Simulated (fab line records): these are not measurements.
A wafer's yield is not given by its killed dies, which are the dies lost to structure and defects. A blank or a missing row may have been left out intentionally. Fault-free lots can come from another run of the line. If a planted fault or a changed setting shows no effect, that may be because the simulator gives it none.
Matching of chambers -- flow nand_harc -- NHARC_P_ZERO_WELL_DESCUM_39 on rie_diel-13 has 4 sister chambers
The step chemistry O2, time 3 s. 8 wafers are shown with their chamber, then 7 later ones without.

== WAFERS WITH THEIR CHAMBER ==
wafer,chamber,showerhead_plenum_p_Torr (Torr),oes_product_au (a.u.)
L843.1,3,1.98,1.004
L844.3,3,1.98,0.996
L848.1,2,1.94,1.010
L848.6,2,1.94,1.007
L850.4,1,1.85,0.996
L850.5,0,2.03,0.985
L853.3,1,1.85,0.989
L853.4,0,2.02,0.990

== WAFERS WITH NO CHAMBER GIVEN ==
wafer,showerhead_plenum_p_Torr (Torr),oes_product_au (a.u.)
L853.6,1.93,1.005
L856.2,1.93,1.003
L856.3,2.02,0.984
L856.5,1.97,1.001
L865.1,1.96,0.981
L865.3,1.84,0.997
L865.6,1.92,1.003

== WHICH CHAMBER EACH ONE RAN IN ==
wafer,from the rows above,in truth
L853.6,2,2
L856.2,2,2
L856.3,0,0
L856.5,3,3
L865.1,can't be placed: 3 or 2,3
L865.3,1,1
L865.6,2,2
6 of 7 placed correctly. Can't be placed from these rows: 1 (the true chamber is among the candidates in 1). 0 placed wrongly.
How it was worked out, from the rows above alone: a wafer's distance from a chamber is the root of the sum, over the readings, of the square of ((its reading less the chamber's mean) divided by the reading's scatter). The wafer belongs to the nearest chamber; if the next one is less than 2 further off, it can't be placed. The mean given for a chamber averages the wafers shown for that chamber. The scatter: take each reading less its chamber's mean, square it, sum over the shown wafers, divide by the number of wafers less the number of chambers, and take the root.
